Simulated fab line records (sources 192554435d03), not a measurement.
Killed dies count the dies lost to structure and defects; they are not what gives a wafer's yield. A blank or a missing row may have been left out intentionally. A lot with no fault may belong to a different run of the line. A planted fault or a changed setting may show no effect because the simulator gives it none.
Which of the tools did it? :: flow n5 finfet :: 24 lots with 72 wafers sampled at 6 steps, on a route of 1938 steps

WHAT EACH GAUGE READ, for each wafer
N5_BEOL_M13_CD_MEAS_28: target cd 209.5 nm.
lot: L076
measured: day 11 03:38
on: cd sem-02
cd nm (nm): 206.4 208.7 206.2

lot: L075
measured: day 11 09:25
on: cd sem-02
cd nm (nm): 209.8 206.1 208.2

lot: L074
measured: day 11 10:11
on: cd sem-03
cd nm (nm): 208.3 210.3 212.2

lot: L077
measured: day 11 14:20
on: cd sem-01
cd nm (nm): 209.4 209.7 209.1

lot: L078
measured: day 12 07:37
on: cd sem-03
cd nm (nm): 208.5 207.5 210.7

lot: L080
measured: day 12 07:59
on: cd sem-01
cd nm (nm): 210.3 210.9 209.5

lot: L079
measured: day 12 10:13
on: cd sem-02
cd nm (nm): 209.0 212.9 211.1

lot: L081
measured: day 12 21:44
on: cd sem-02
cd nm (nm): 209.2 210.1 209.4

lot: L083
measured: day 13 13:41
on: cd sem-02
cd nm (nm): 211.0 211.6 208.5

lot: L084
measured: day 13 13:55
on: cd sem-03
cd nm (nm): 210.5 210.2 209.2

lot: L082
measured: day 13 14:26
on: cd sem-03
cd nm (nm): 211.7 210.8 209.1

lot: L085
measured: day 14 02:22
on: cd sem-03
cd nm (nm): 208.3 210.9 210.7

lot: L086
measured: day 14 22:11
on: cd sem-03
cd nm (nm): 209.7 207.9 210.8

lot: L087
measured: day 14 22:34
on: cd sem-03
cd nm (nm): 209.4 209.4 211.5

lot: L089
measured: day 15 15:50
on: cd sem-03
cd nm (nm): 211.4 208.3 210.6

lot: L088
measured: day 15 16:25
on: cd sem-01
cd nm (nm): 208.7 213.1 211.3

lot: L093
measured: day 16 00:44
on: cd sem-03
cd nm (nm): 207.6 207.8 208.6

lot: L090
measured: day 16 01:44
on: cd sem-01
cd nm (nm): 210.2 210.8 210.1

lot: L091
measured: day 16 06:39
on: cd sem-01
cd nm (nm): 210.1 209.7 211.9

lot: L092
measured: day 16 08:50
on: cd sem-01
cd nm (nm): 209.3 208.1 207.7

lot: L094
measured: day 16 15:03
on: cd sem-01
cd nm (nm): 213.0 212.1 211.0

lot: L095
measured: day 16 16:14
on: cd sem-03
cd nm (nm): 212.1 213.2 211.6

lot: L097
measured: day 17 11:38
on: cd sem-01
cd nm (nm): 207.9 208.6 211.3

lot: L096
measured: day 17 12:52
on: cd sem-01
cd nm (nm): 209.6 209.6 212.0

N5_BEOL_M13_OCD_MEAS_35.
lot: L076
measured: day 11 04:23
on: ocd-02
trench depth nm (nm): 400 410 417

lot: L075
measured: day 11 10:07
on: ocd-02
trench depth nm (nm): 403 412 428

lot: L074
measured: day 11 10:51
on: ocd-02
trench depth nm (nm): 406 414 399

lot: L077
measured: day 11 15:01
on: ocd-01
trench depth nm (nm): 401 397 401

lot: L078
measured: day 12 08:17
on: ocd-02
trench depth nm (nm): 403 419 424

lot: L080
measured: day 12 08:39
on: ocd-01
trench depth nm (nm): 426 407 399

lot: L079
measured: day 12 10:53
on: ocd-01
trench depth nm (nm): 417 402 423

lot: L081
measured: day 12 22:24
on: ocd-01
trench depth nm (nm): 406 415 415

lot: L083
measured: day 13 14:20
on: ocd-01
trench depth nm (nm): 426 424 423

lot: L084
measured: day 13 14:35
on: ocd-02
trench depth nm (nm): 408 400 401

lot: L082
measured: day 13 15:05
on: ocd-01
trench depth nm (nm): 406 415 429

lot: L085
measured: day 14 03:02
on: ocd-02
trench depth nm (nm): 419 421 410

lot: L086
measured: day 14 22:50
on: ocd-02
trench depth nm (nm): 414 415 418

lot: L087
measured: day 14 23:14
on: ocd-01
trench depth nm (nm): 397 415 422

lot: L089
measured: day 15 16:31
on: ocd-01
trench depth nm (nm): 397 426 394

lot: L088
measured: day 15 17:07
on: ocd-01
trench depth nm (nm): 415 419 421

lot: L093
measured: day 16 01:38
on: ocd-02
trench depth nm (nm): 417 399 425

lot: L090
measured: day 16 02:24
on: ocd-02
trench depth nm (nm): 424 392 408

lot: L091
measured: day 16 07:21
on: ocd-02
trench depth nm (nm): 402 420 405

lot: L092
measured: day 16 09:30
on: ocd-01
trench depth nm (nm): 406 395 417

lot: L094
measured: day 16 15:43
on: ocd-01
trench depth nm (nm): 410 409 405

lot: L095
measured: day 16 16:58
on: ocd-02
trench depth nm (nm): 400 403 409

lot: L097
measured: day 17 12:17
on: ocd-01
trench depth nm (nm): 411 405 426

lot: L096
measured: day 17 13:32
on: ocd-02
trench depth nm (nm): 403 419 406

N5_BEOL_M13_INSPECT_55: inspects for defects (darkfield).
lot: L076
measured: day 11 08:20
on: defect inspect-02
raw defect count: 34 38 57

lot: L075
measured: day 11 12:01
on: defect inspect-01
raw defect count: 39 49 149

lot: L074
measured: day 11 13:32
on: defect inspect-02
raw defect count: 44 76 78

lot: L077
measured: day 11 17:47
on: defect inspect-01
raw defect count: 44 37 57

lot: L078
measured: day 12 16:02
on: defect inspect-02
raw defect count: 53 49 27

lot: L080
measured: day 12 15:34
on: defect inspect-02
raw defect count: 46 63 61

lot: L079
measured: day 12 17:53
on: defect inspect-01
raw defect count: 79 65 81

lot: L081
measured: day 13 05:14
on: defect inspect-01
raw defect count: 70 40 35

lot: L083
measured: day 13 18:43
on: defect inspect-01
raw defect count: 46 43 85

lot: L084
measured: day 14 00:31
on: defect inspect-02
raw defect count: 69 59 48

lot: L082
measured: day 14 00:31
on: defect inspect-02
raw defect count: 109 98 118

lot: L085
measured: day 14 08:31
on: defect inspect-01
raw defect count: 86 63 74

lot: L086
measured: day 15 02:11
on: defect inspect-01
raw defect count: 35 54 44

lot: L087
measured: day 15 02:18
on: defect inspect-01
raw defect count: 53 75 52

lot: L089
measured: day 15 18:30
on: defect inspect-02
raw defect count: 78 89 66

lot: L088
measured: day 15 19:26
on: defect inspect-02
raw defect count: 45 90 60

lot: L093
measured: day 16 04:06
on: defect inspect-01
raw defect count: 66 60 80

lot: L090
measured: day 16 08:05
on: defect inspect-02
raw defect count: 39 107 93

lot: L091
measured: day 16 09:52
on: defect inspect-02
raw defect count: 87 85 53

lot: L092
measured: day 16 14:05
on: defect inspect-02
raw defect count: 95 53 95

lot: L094
measured: day 16 17:24
on: defect inspect-01
raw defect count: 90 72 35

lot: L095
measured: day 16 22:38
on: defect inspect-02
raw defect count: 58 57 86

lot: L097
measured: day 17 20:33
on: defect inspect-02
raw defect count: 52 79 57

lot: L096
measured: day 17 20:56
on: defect inspect-02
raw defect count: 72 69 42

WHICH TOOL RAN EACH LOT (tool, then ch and the chambers of the sampled wafers, then the start)
lot: L076
N5_BEOL_M12_SPUTTER_45: pvd sputter-03, day 11 00:57
N5_BEOL_M13_ETCH_67: rie diel-02 ch 0,1,3, day 11 03:50
N5_BEOL_M13_ANNEAL_48: rtp anneal-02 ch 0, day 11 07:37

lot: L075
N5_BEOL_M12_SPUTTER_45: pvd sputter-02, day 11 06:49
N5_BEOL_M13_ETCH_67: rie diel-02 ch 1,2,3, day 11 09:34
N5_BEOL_M13_ANNEAL_48: rtp anneal-02 ch 0, day 11 11:21

lot: L074
N5_BEOL_M12_SPUTTER_45: pvd sputter-03, day 11 07:23
N5_BEOL_M13_ETCH_67: rie diel-02 ch 0,1,3, day 11 10:18
N5_BEOL_M13_ANNEAL_48: rtp anneal-02 ch 0, day 11 12:55

lot: L077
N5_BEOL_M12_SPUTTER_45: pvd sputter-03, day 11 11:38
N5_BEOL_M13_ETCH_67: rie diel-04 ch 1,2, day 11 14:28
N5_BEOL_M13_ANNEAL_48: rtp anneal-02 ch 0, day 11 17:06

lot: L078
N5_BEOL_M12_SPUTTER_45: pvd sputter-03, day 12 00:47
N5_BEOL_M13_ETCH_67: rie diel-02 ch 0,2,3, day 12 07:44
N5_BEOL_M13_ANNEAL_48: rtp anneal-01 ch 0, day 12 15:16

lot: L080
N5_BEOL_M12_SPUTTER_45: pvd sputter-03, day 12 01:07
N5_BEOL_M13_ETCH_67: rie diel-04 ch 1,2,3, day 12 08:07
N5_BEOL_M13_ANNEAL_48: rtp anneal-01 ch 0, day 12 14:49

lot: L079
N5_BEOL_M12_SPUTTER_45: pvd sputter-02, day 12 03:32
N5_BEOL_M13_ETCH_67: rie diel-02 ch 0,2,3, day 12 10:20
N5_BEOL_M13_ANNEAL_48: rtp anneal-01 ch 0, day 12 17:07

lot: L081
N5_BEOL_M12_SPUTTER_45: pvd sputter-03, day 12 15:46
N5_BEOL_M13_ETCH_67: rie diel-04 ch 0,1, day 12 21:51
N5_BEOL_M13_ANNEAL_48: rtp anneal-01 ch 0, day 13 04:32

lot: L083
N5_BEOL_M12_SPUTTER_45: pvd sputter-03, day 13 10:43
N5_BEOL_M13_ETCH_67: rie diel-02 ch 1,2, day 13 13:48
N5_BEOL_M13_ANNEAL_48: rtp anneal-01 ch 0, day 13 18:01

lot: L084
N5_BEOL_M12_SPUTTER_45: pvd sputter-01, day 13 10:55
N5_BEOL_M13_ETCH_67: rie diel-04 ch 0,1, day 13 14:02
N5_BEOL_M13_ANNEAL_48: rtp anneal-01 ch 0, day 13 23:12

lot: L082
N5_BEOL_M12_SPUTTER_45: pvd sputter-03, day 13 11:04
N5_BEOL_M13_ETCH_67: rie diel-02 ch 0,2,3, day 13 14:33
N5_BEOL_M13_ANNEAL_48: rtp anneal-01 ch 0, day 13 23:39

lot: L085
N5_BEOL_M12_SPUTTER_45: pvd sputter-01, day 13 20:26
N5_BEOL_M13_ETCH_67: rie diel-06 ch 0,1,2, day 14 02:29
N5_BEOL_M13_ANNEAL_48: rtp anneal-02 ch 0, day 14 07:31

lot: L086
N5_BEOL_M12_SPUTTER_45: pvd sputter-02, day 14 19:37
N5_BEOL_M13_ETCH_67: rie diel-06 ch 1,2,3, day 14 22:18
N5_BEOL_M13_ANNEAL_48: rtp anneal-02 ch 0, day 15 01:26

lot: L087
N5_BEOL_M12_SPUTTER_45: pvd sputter-01, day 14 19:50
N5_BEOL_M13_ETCH_67: rie diel-02 ch 1,2,3, day 14 22:42
N5_BEOL_M13_ANNEAL_48: rtp anneal-01 ch 0, day 15 01:33

lot: L089
N5_BEOL_M12_SPUTTER_45: pvd sputter-02, day 15 13:16
N5_BEOL_M13_ETCH_67: rie diel-04 ch 1,3, day 15 15:58
N5_BEOL_M13_ANNEAL_48: rtp anneal-01 ch 0, day 15 17:50

lot: L088
N5_BEOL_M12_SPUTTER_45: pvd sputter-02, day 15 13:38
N5_BEOL_M13_ETCH_67: rie diel-06 ch 1,2, day 15 16:35
N5_BEOL_M13_ANNEAL_48: rtp anneal-02 ch 0, day 15 18:39

lot: L093
N5_BEOL_M12_SPUTTER_45: pvd sputter-02, day 15 22:01
N5_BEOL_M13_ETCH_67: rie diel-02 ch 1,2,3, day 16 01:05
N5_BEOL_M13_ANNEAL_48: rtp anneal-02 ch 0, day 16 03:20

lot: L090
N5_BEOL_M12_SPUTTER_45: pvd sputter-02, day 15 22:47
N5_BEOL_M13_ETCH_67: rie diel-02 ch 0,1,3, day 16 01:52
N5_BEOL_M13_ANNEAL_48: rtp anneal-01 ch 0, day 16 07:20

lot: L091
N5_BEOL_M12_SPUTTER_45: pvd sputter-03, day 16 03:36
N5_BEOL_M13_ETCH_67: rie diel-06 ch 1,3, day 16 06:48
N5_BEOL_M13_ANNEAL_48: rtp anneal-02 ch 0, day 16 09:10

lot: L092
N5_BEOL_M12_SPUTTER_45: pvd sputter-01, day 16 06:20
N5_BEOL_M13_ETCH_67: rie diel-04 ch 0,1,3, day 16 08:58
N5_BEOL_M13_ANNEAL_48: rtp anneal-02 ch 0, day 16 13:21

lot: L094
N5_BEOL_M12_SPUTTER_45: pvd sputter-03, day 16 12:28
N5_BEOL_M13_ETCH_67: rie diel-06 ch 0,3, day 16 15:10
N5_BEOL_M13_ANNEAL_48: rtp anneal-01 ch 0, day 16 16:44

lot: L095
N5_BEOL_M12_SPUTTER_45: pvd sputter-02, day 16 13:35
N5_BEOL_M13_ETCH_67: rie diel-04 ch 0,2, day 16 16:25
N5_BEOL_M13_ANNEAL_48: rtp anneal-01 ch 0, day 16 21:53

lot: L097
N5_BEOL_M12_SPUTTER_45: pvd sputter-03, day 17 08:43
N5_BEOL_M13_ETCH_67: rie diel-04 ch 0,2,3, day 17 11:45
N5_BEOL_M13_ANNEAL_48: rtp anneal-02 ch 0, day 17 19:53

lot: L096
N5_BEOL_M12_SPUTTER_45: pvd sputter-03, day 17 09:59
N5_BEOL_M13_ETCH_67: rie diel-04 ch 0,2,3, day 17 12:59
N5_BEOL_M13_ANNEAL_48: rtp anneal-01 ch 0, day 17 20:00
- N5_BEOL_M12_SPUTTER_45: material Cu, target thk 80 nm, time 13.33 s.
- N5_BEOL_M13_ETCH_67: etches SiARC in CF4, target depth 143 nm, time 238.3 s.
- N5_BEOL_M13_ANNEAL_48: time 90 s.

AS READ BY THE TOOLS THEMSELVES (means over the sampled wafers that have a number; for cases with no such wafer, the mark the record gives instead)
N5_BEOL_M12_SPUTTER_45.
lot: L076
tool: pvd sputter-03
throttle valve pct (%): 30.8

lot: L075
tool: pvd sputter-02
throttle valve pct (%): 29.9

lot: L074
tool: pvd sputter-03
throttle valve pct (%): 30.8

lot: L077
tool: pvd sputter-03
throttle valve pct (%): 30.4

lot: L078
tool: pvd sputter-03
throttle valve pct (%): 30.6

lot: L080
tool: pvd sputter-03
throttle valve pct (%): 30.0

lot: L079
tool: pvd sputter-02
throttle valve pct (%): 30.1

lot: L081
tool: pvd sputter-03
throttle valve pct (%): 30.9

lot: L083
tool: pvd sputter-03
throttle valve pct (%): 30.4

lot: L084
tool: pvd sputter-01
throttle valve pct (%): 28.9

lot: L082
tool: pvd sputter-03
throttle valve pct (%): 30.3

lot: L085
tool: pvd sputter-01
throttle valve pct (%): 29.9

lot: L086
tool: pvd sputter-02
throttle valve pct (%): 29.9

lot: L087
tool: pvd sputter-01
throttle valve pct (%): 29.6

lot: L089
tool: pvd sputter-02
throttle valve pct (%): 30.0

lot: L088
tool: pvd sputter-02
throttle valve pct (%): 30.0

lot: L093
tool: pvd sputter-02
throttle valve pct (%): 29.9

lot: L090
tool: pvd sputter-02
throttle valve pct (%): 29.9

lot: L091
tool: pvd sputter-03
throttle valve pct (%): 29.7

lot: L092
tool: pvd sputter-01
throttle valve pct (%): 29.6

lot: L094
tool: pvd sputter-03
throttle valve pct (%): 30.7

lot: L095
tool: pvd sputter-02
throttle valve pct (%): 29.9

lot: L097
tool: pvd sputter-03
throttle valve pct (%): 30.1

lot: L096
tool: pvd sputter-03
throttle valve pct (%): 30.1

N5_BEOL_M13_ETCH_67.
lot: L076
tool: rie diel-02
drypump motor current A (A): 6.0
etch rf on time s (s): 240
oes product au (a.u.): 0.66
rf vpp V (V): 184.5
showerhead plenum p Torr (Torr): 2.17
throttle valve pct (%): 15.53

lot: L075
tool: rie diel-02
drypump motor current A (A): 5.9
etch rf on time s (s): 239
oes product au (a.u.): 0.60
rf vpp V (V): 184.5
showerhead plenum p Torr (Torr): 2.12
throttle valve pct (%): 15.64

lot: L074
tool: rie diel-02
drypump motor current A (A): 6.0
etch rf on time s (s): 237
oes product au (a.u.): 0.66
rf vpp V (V): 185.1
showerhead plenum p Torr (Torr): 2.17
throttle valve pct (%): 15.53

lot: L077
tool: rie diel-04
drypump motor current A (A): 5.3
etch rf on time s (s): 242
oes product au (a.u.): 0.60
rf vpp V (V): 184.1
showerhead plenum p Torr (Torr): 2.21
throttle valve pct (%): 15.65

lot: L078
tool: rie diel-02
drypump motor current A (A): 6.4
etch rf on time s (s): 236
oes product au (a.u.): 0.66
rf vpp V (V): 183.3
showerhead plenum p Torr (Torr): 2.12
throttle valve pct (%): 15.56

lot: L080
tool: rie diel-04
drypump motor current A (A): 5.7
etch rf on time s (s): 236
oes product au (a.u.): 0.68
rf vpp V (V): 185.3
showerhead plenum p Torr (Torr): 2.24
throttle valve pct (%): 15.53

lot: L079
tool: rie diel-02
drypump motor current A (A): 6.4
etch rf on time s (s): 236
oes product au (a.u.): 0.66
rf vpp V (V): 183.7
showerhead plenum p Torr (Torr): 2.12
throttle valve pct (%): 15.56

lot: L081
tool: rie diel-04
drypump motor current A (A): 5.6
etch rf on time s (s): 241
oes product au (a.u.): 0.61
rf vpp V (V): 184.9
showerhead plenum p Torr (Torr): 2.20
throttle valve pct (%): 15.64

lot: L083
tool: rie diel-02
drypump motor current A (A): 5.5
etch rf on time s (s): 234
oes product au (a.u.): 0.75
rf vpp V (V): 183.7
showerhead plenum p Torr (Torr): 2.14
throttle valve pct (%): 15.24

lot: L084
tool: rie diel-04
drypump motor current A (A): 6.0
etch rf on time s (s): 243
oes product au (a.u.): 0.60
rf vpp V (V): 184.6
showerhead plenum p Torr (Torr): 2.21
throttle valve pct (%): 15.59

lot: L082
tool: rie diel-02
drypump motor current A (A): 6.4
etch rf on time s (s): 236
oes product au (a.u.): 0.65
rf vpp V (V): 183.5
showerhead plenum p Torr (Torr): 2.11
throttle valve pct (%): 15.58

lot: L085
tool: rie diel-06
drypump motor current A (A): 5.8
etch rf on time s (s): 241
oes product au (a.u.): 0.66
rf vpp V (V): 184.6
showerhead plenum p Torr (Torr): 2.14
throttle valve pct (%): 15.63

lot: L086
tool: rie diel-06
drypump motor current A (A): 5.6
etch rf on time s (s): 237
oes product au (a.u.): 0.66
rf vpp V (V): 182.8
showerhead plenum p Torr (Torr): 2.09
throttle valve pct (%): 15.54

lot: L087
tool: rie diel-02
drypump motor current A (A): 5.9
etch rf on time s (s): 241
oes product au (a.u.): 0.65
rf vpp V (V): 184.2
showerhead plenum p Torr (Torr): 2.11
throttle valve pct (%): 15.51

lot: L089
tool: rie diel-04
drypump motor current A (A): 6.2
etch rf on time s (s): 246
oes product au (a.u.): 0.64
rf vpp V (V): 185.2
showerhead plenum p Torr (Torr): 2.23
throttle valve pct (%): 15.52

lot: L088
tool: rie diel-06
drypump motor current A (A): 5.7
etch rf on time s (s): 234
oes product au (a.u.): 0.68
rf vpp V (V): 183.8
showerhead plenum p Torr (Torr): 2.13
throttle valve pct (%): 15.44

lot: L093
tool: rie diel-02
drypump motor current A (A): 5.9
etch rf on time s (s): 240
oes product au (a.u.): 0.65
rf vpp V (V): 183.4
showerhead plenum p Torr (Torr): 2.11
throttle valve pct (%): 15.52

lot: L090
tool: rie diel-02
drypump motor current A (A): 6.0
etch rf on time s (s): 238
oes product au (a.u.): 0.70
rf vpp V (V): 184.0
showerhead plenum p Torr (Torr): 2.16
throttle valve pct (%): 15.41

lot: L091
tool: rie diel-06
drypump motor current A (A): 5.3
etch rf on time s (s): 240
oes product au (a.u.): 0.61
rf vpp V (V): 183.8
showerhead plenum p Torr (Torr): 2.06
throttle valve pct (%): 15.51

lot: L092
tool: rie diel-04
drypump motor current A (A): 5.8
etch rf on time s (s): 241
oes product au (a.u.): 0.65
rf vpp V (V): 185.3
showerhead plenum p Torr (Torr): 2.22
throttle valve pct (%): 15.59

lot: L094
tool: rie diel-06
drypump motor current A (A): 5.4
etch rf on time s (s): 237
oes product au (a.u.): 0.59
rf vpp V (V): 183.6
showerhead plenum p Torr (Torr): 2.08
throttle valve pct (%): 15.73

lot: L095
tool: rie diel-04
drypump motor current A (A): 5.0
etch rf on time s (s): 243
oes product au (a.u.): 0.74
rf vpp V (V): 184.8
showerhead plenum p Torr (Torr): 2.19
throttle valve pct (%): 15.45

lot: L097
tool: rie diel-04
drypump motor current A (A): 5.4
etch rf on time s (s): 239
oes product au (a.u.): 0.71
rf vpp V (V): 185.0
showerhead plenum p Torr (Torr): 2.22
throttle valve pct (%): 15.50

lot: L096
tool: rie diel-04
drypump motor current A (A): 5.4
etch rf on time s (s): 239
oes product au (a.u.): 0.70
rf vpp V (V): 184.4
showerhead plenum p Torr (Torr): 2.22
throttle valve pct (%): 15.50

N5_BEOL_M13_ANNEAL_48.
lot: L076
tool: rtp anneal-02
wafer_temp_C_max: 226.11

lot: L075
tool: rtp anneal-02
wafer_temp_C_max: 226.36

lot: L074
tool: rtp anneal-02
wafer_temp_C_max: 226.24

lot: L077
tool: rtp anneal-02
wafer_temp_C_max: 226.27

lot: L078
tool: rtp anneal-01
wafer_temp_C_max: 226.52

lot: L080
tool: rtp anneal-01
wafer_temp_C_max: 226.35

lot: L079
tool: rtp anneal-01
wafer_temp_C_max: 226.05

lot: L081
tool: rtp anneal-01
wafer_temp_C_max: 226.49

lot: L083
tool: rtp anneal-01
wafer_temp_C_max: 226.20

lot: L084
tool: rtp anneal-01
wafer_temp_C_max: 226.61

lot: L082
tool: rtp anneal-01
wafer_temp_C_max: 226.47

lot: L085
tool: rtp anneal-02
wafer_temp_C_max: 226.46

lot: L086
tool: rtp anneal-02
wafer_temp_C_max: 226.37

lot: L087
tool: rtp anneal-01
wafer_temp_C_max: 226.30

lot: L089
tool: rtp anneal-01
wafer_temp_C_max: 226.38

lot: L088
tool: rtp anneal-02
wafer_temp_C_max: 226.46

lot: L093
tool: rtp anneal-02
wafer_temp_C_max: 226.20

lot: L090
tool: rtp anneal-01
wafer_temp_C_max: 226.53

lot: L091
tool: rtp anneal-02
wafer_temp_C_max: 226.28

lot: L092
tool: rtp anneal-02
wafer_temp_C_max: 226.50

lot: L094
tool: rtp anneal-01
wafer_temp_C_max: 226.48

lot: L095
tool: rtp anneal-01
wafer_temp_C_max: 226.20

lot: L097
tool: rtp anneal-02
wafer_temp_C_max: 226.21

lot: L096
tool: rtp anneal-01
wafer_temp_C_max: 226.18

THE ANSWER, worked out from the rows above alone
Rule: the usual values come from the lots themselves. The widest of any qualifying gaps counts: lots, ordered by their means at a reading, are off when they make up no more than a third of the lots, leave a main group of 4 or more, and stand apart from it by 3 or more times the standard deviation of that group's means. Not used: any main group whose means are identical at the precision the tables above print for the reading. A lot without any number at a reading at which 4 lots or more have one is off too. Where the step has rows for the other lots, those lots are counted as sound. Order of review: gauges by route order, followed by the tools' own readings, for which a lot's mean as printed above is used. The first step at which some lot is off is used, and at that step the reading that is off furthest; a lot without a number counts as furthest.
No lot is off on any of the readings shown, so nothing can be concluded from this.

WHAT THE SIMULATOR PUT IN
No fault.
